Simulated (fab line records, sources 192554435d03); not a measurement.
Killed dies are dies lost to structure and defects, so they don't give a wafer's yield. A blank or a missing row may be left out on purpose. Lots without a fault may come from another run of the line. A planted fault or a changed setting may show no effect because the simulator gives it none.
Chamber matching | flow n5_finfet | N5_BEOL_M1_ETCH_69 on rie_diel-01: 4 sister chambers
The step etches SiARC in CF4, target depth 15.6 nm, time 26 s. 4 wafers are shown with their chamber, then 10 later ones without.

WAFERS WITH THEIR CHAMBER
wafer  | chamber | throttle_valve_pct (%)
L087.2 | 0       | 16.03
L088.3 | 3       | 15.73
L090.1 | 1       | 16.19
L090.2 | 2       | 15.61

WAFERS WITHOUT THEIR CHAMBER
wafer  | throttle_valve_pct (%)
L090.4 | 15.74
L094.2 | 15.76
L094.5 | 15.59
L094.6 | 15.75
L095.1 | 15.76
L095.2 | 16.21
L095.3 | 15.60
L097.1 | 15.76
L097.3 | 16.22
L097.5 | 16.07

WHICH CHAMBER EACH WENT THROUGH
wafer  | from the rows above | in truth
L090.4 | 3                   | 3
L094.2 | 3                   | 3
L094.5 | 2                   | 2
L094.6 | 3                   | 3
L095.1 | 3                   | 3
L095.2 | 1                   | 1
L095.3 | 2                   | 2
L097.1 | 3                   | 3
L097.3 | 1                   | 1
L097.5 | 0                   | 0
Placed correctly: 10 of 10. Can't be placed from these rows: 0. Placed wrongly: 0.
How it was worked out, from the rows above alone: a wafer's distance from a chamber is the root of the sum, over the readings, of the square of ((its reading less the chamber's mean) divided by the reading's scatter). The wafer belongs to the nearest chamber; if the next one is less than 2 further off, it can't be placed. A chamber's mean is the mean of its shown wafers. The scatter: with one shown wafer a chamber, the root of the mean of the squares of how far each hidden wafer lies from its nearest shown one.
